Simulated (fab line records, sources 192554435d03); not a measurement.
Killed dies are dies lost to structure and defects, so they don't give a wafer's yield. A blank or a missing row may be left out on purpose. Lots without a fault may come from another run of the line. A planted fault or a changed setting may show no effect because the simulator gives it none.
Chamber matching | flow n5_finfet | N5_HKMG_FIN_ALD_74 on ald_hk-03: 4 sister chambers
The step deposits La2O3, target thk 0.5 nm, pulse time 6 s, co reactant pulse time 1 s. 22 wafers are shown with their chamber, then 11 later ones without.

WAFERS WITH THEIR CHAMBER
wafer  | chamber | heater_power_w (W) | precursor_pulse_height_rel
L074.2 | 0       | 324                | 0.992
L074.5 | 2       | 409                | 1.000
L074.6 | 3       | 306                | 0.937
L077.1 | 1       | 342                | 1.020
L077.3 | 0       | 316                | 0.970
L077.6 | 0       | 313                | 0.981
L079.1 | 0       | 311                | 0.980
L079.4 | 2       | 408                | 1.002
L079.5 | 3       | 298                | 0.990
L081.1 | 2       | 403                | 0.969
L081.2 | 1       | 343                | 0.976
L081.5 | 3       | 308                | 1.003
L082.2 | 2       | 399                | 0.965
L082.5 | 3       | 314                | 1.032
L082.6 | 0       | 321                | 1.007
L085.1 | 0       | 311                | 0.982
L085.2 | 3       | 310                | 0.979
L085.3 | 1       | 334                | 1.020
L085.4 | 2       | 418                | 1.002
L085.5 | 0       | 314                | 1.006
L085.6 | 1       | 335                | 1.046
L089.1 | 3       | 313                | 1.009

SIGNATURES (means of the wafers above)
reading                    | chamber 0 | chamber 1 | chamber 2 | chamber 3 | scatter within a chamber
heater_power_w             | 315.71    | 338.50    | 407.40    | 308.17    | 5.73
precursor_pulse_height_rel | 0.98829   | 1.01550   | 0.98760   | 0.99167   | 0.024
Rule: a wafer's distance from a chamber is the root of the sum, over the readings, of the square of ((its reading less the chamber's mean) divided by the reading's scatter). The wafer belongs to the nearest chamber; if the next one is less than 2 further off, it can't be placed. The scatter: the root of (the sum of the squares of (reading less its chamber's mean) over the shown wafers, divided by (wafers less chambers)).

WAFERS WITHOUT THEIR CHAMBER
wafer  | heater_power_w (W) | precursor_pulse_height_rel
L089.3 | 417                | 1.001
L089.4 | 313                | 0.956
L092.2 | 307                | 1.009
L092.4 | 419                | 1.010
L092.5 | 338                | 1.000
L095.4 | 317                | 0.984
L095.5 | 315                | 1.003
L095.6 | 310                | 1.005
L096.2 | 412                | 1.011
L096.3 | 344                | 1.024
L096.5 | 419                | 0.980

WHICH CHAMBER EACH WENT THROUGH
wafer  | from the rows above     | in truth
L089.3 | 2                       | 2
L089.4 | can't be placed: 0 or 3 | 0
L092.2 | can't be placed: 3 or 0 | 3
L092.4 | 2                       | 2
L092.5 | 1                       | 1
L095.4 | can't be placed: 0 or 3 | 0
L095.5 | can't be placed: 0 or 3 | 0
L095.6 | can't be placed: 3 or 0 | 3
L096.2 | 2                       | 2
L096.3 | 1                       | 1
L096.5 | 2                       | 2
Placed correctly: 6 of 11. Can't be placed from these rows: 5 (the true chamber is among the candidates in 5). Placed wrongly: 0.
